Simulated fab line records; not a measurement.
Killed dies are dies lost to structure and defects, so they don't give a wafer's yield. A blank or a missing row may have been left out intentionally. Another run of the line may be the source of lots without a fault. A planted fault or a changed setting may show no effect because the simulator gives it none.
A struck lot beside a sound one + flow n5-finfet + 38 steps out of a route of 1938
Sound: these wafers, L279.2, L279.3, L279.5. Struck: wafer L266.3. (L266.5 of the same lot was not struck and is left out.) The cause comes at the end.
Per side, at each step with rows, come the tool, then ch with its chambers, and then its first start. Under that, the readings that differ: sound wafers + struck wafers + difference of the means + sigmas: that difference in standard deviations of wafers without a fault.
alike: a reading whose means differ by less than 2 such deviations, as well as words and numbers matching on both sides. not compared: withheld readings; readings where some wafer has no value; bounds like >300 that might hide an equal value; numbers whose values overlap and for which the record gives no deviation.
Wherever a step has rows on one side only, a row that says differs or no value, or a row with sigmas, the two part there. When numbers do not overlap yet have no deviation, they are printed without sigmas and do not part them. Lack of a reading on every wafer of one side parts them only where that side has two or more wafers.

first, 9 steps without rows for these wafers: N5_BEOL_M4_ANNEAL_95 (time 240 s); N5_BEOL_M4_SPUTTER_96 (material Cu, target thk 4.5 nm, time 8.29 s); N5_BEOL_M4_ECD_50 (material Cu, target thk 300 nm); N5_BEOL_M4_ANNEAL_51 (time 90 s); N5_BEOL_M4_CMP_52 (polishes, stops on SiOC, t overpolish 6.8 s, target thk 40 nm); N5_BEOL_M4_PRE_CLEAN_60 (time 15 s); N5_BEOL_M4_CO_CAP_55 (material Co, precursor CCTBA/H2, target thk 2 nm, time 102.1 s); N5_BEOL_M4_PRE_CLEAN_56 (time 15 s); N5_BEOL_M4_DEP_57 (deposits SiCN from 3MS/NH3, target thk 8 nm, time 14 s).
N5_BEOL_M4_RC_MEAS_101:
  sound on prober-02 ch 0, day 14 02:07; struck on prober-01 ch 0, day 9 22:05
  alike: DIBL_N, DIBL_P, IOFF_N, IOFF_P, ION_N, ION_P, SS_N, SS_P, VT_N, VT_P
then, 24 steps without rows for these wafers: N5_BEOL_M5_ILD_DEP_00 (deposits SiCOH lowk from DEMS/porogen, target thk 140.64 nm, time 25.9 s); N5_BEOL_M5_CURE_79 (cures SiCOH lowk, time 240 s); N5_BEOL_M5_PECVD_70 (deposits SiO2 from TEOS/O2, target thk 16 nm, time 18 s); N5_BEOL_M5_HM_DEP_02 (deposits TiN, target thk 20 nm); N5_BEOL_M5_COAT_59 (time 60 s, resist thk 60 nm); N5_BEOL_M5_COAT_60 (time 60 s, resist thk 12 nm); N5_BEOL_M5_COAT_71 (time 60 s, resist thk 5 nm); N5_BEOL_M5_COAT_05 (resist thk 30 nm); N5_BEOL_M5_EBR_07; N5_BEOL_M5_SOFTBAKE_06 (time 60 s); N5_BEOL_M5_EXPOSE_08 (exposes mask M5, target cd 28 nm); N5_BEOL_M5_PEB_09 (peb time 60 s); N5_BEOL_M5_DEVELOP_10 (develop time 30 s); N5_BEOL_M5_DESCUM_16 (chemistry O2, time 7 s); N5_BEOL_M5_ETCH_72 (etches underlayer in N2/H2, target depth 6.5 nm, time 5.2 s); N5_BEOL_M5_ETCH_61 (etches SiARC in CF4, target depth 15.6 nm, time 26 s); N5_BEOL_M5_ETCH_62 (etches SOC in N2/H2, target depth 75 nm, overetch 15 nm, time 112.5 s); N5_BEOL_M5_STRIP_63 (strips in N2/H2); N5_BEOL_M5_STRIP_73 (strips in N2/H2); N5_BEOL_M5_STRIP_64 (strips in CF4); N5_BEOL_M5_HM_OPEN_17 (chemistry Cl2/BCl3, target TiN, target depth 20 nm, overetch 6 nm); N5_BEOL_M5_STRIP_19 (strips in O2); N5_BEOL_M5_COAT_65 (time 60 s, resist thk 60 nm); N5_BEOL_M5_COAT_66 (time 60 s, resist thk 12 nm).
-- record jumps: 4 days separate the struck wafers' starts on either side; left off in module BEOL_M5, taken up again in module BEOL_M14, whose first shown step is the route's number 1767 --
N5_BEOL_M14_CMP_49: polishes, stops on SiO2, t overpolish 5.2 s, target thk 560 nm.
  sound on cmp-03 ch 1,3, day 17 09:25; struck on cmp-01 ch 2, day 13 17:42
| reading                      | sound             | struck | difference | sigmas      |
|------------------------------|-------------------|--------|------------|-------------|
| barrier-field-endpoint-s (s) | 11.55 11.46 11.40 | 23.18  | +11.71     | +45         |
| overpolish-run-s (s)         | 5.211 5.209 5.197 | 2.812  | -2.394     | -99 or more |
| time-to-endpoint-s (s)       | 126 123 120       | 158    | +35        | +8          |
  alike: clearing-platen-rpm, motor-current-A
N5_BEOL_M14_THK_MEAS_50: measures by xrf.
  struck on film-metro-01, day 13 17:53; sound on film-metro-01, day 17 09:41
| reading      | sound       | struck | difference | sigmas |
|--------------|-------------|--------|------------|--------|
| M14_THK (nm) | 581 577 560 | 1065   | +492       | +31    |
N5_BEOL_M14_INSPECT_55: inspects for defects (darkfield).
  struck on defect-inspect-01, day 13 18:02; sound on defect-inspect-02, day 17 09:50
| reading          | sound    | struck | difference | sigmas      |
|------------------|----------|--------|------------|-------------|
| raw-defect-count | 36 74 38 | 6465   | +6416      | +99 or more |
N5_PASSIVATION_PROBE_49:
  struck on prober-02, day 14 19:40; sound on prober-01, day 18 05:58
| reading                  | sound          | struck | difference | sigmas      |
|--------------------------|----------------|--------|------------|-------------|
| defect-limited-yield (%) | 90.4 91.2 90.9 | 0      | -91        | -65         |
| killed_at_M4_up          | 26 7 9         | 1073   | +1059      | +99 or more |
| killed-dies              | 113 104 107    | 1180   | +1072      | +63         |
| killed-on-rim            | 8 11 13        | 152    | +141       | +34         |
| sort_bin_5_function (%)  | 5.3 5.1 4.6    | 7.0    | +2.0       | +2          |
| sort-n-pass              | 1067 1076 1073 | 0      | -1072      | -63         |
| sort-yield-pct (%)       | 90.4 91.2 90.9 | 0      | -91        | -65         |
  alike: killed_at_M0_to_M3, killed-at-contacts, killed-at-front-end, killed-at-other, killed-open, killed-short, sort_bin_6_memory

== WHERE THEY PART ==
Last at N5_PASSIVATION_PROBE_49 as far as this record goes, first at N5_BEOL_M14_CMP_49.

WHY: the cause the simulator had injected
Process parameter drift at N5_BEOL_M14_CMP_49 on cmp-01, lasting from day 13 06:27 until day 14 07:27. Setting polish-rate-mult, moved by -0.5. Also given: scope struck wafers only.
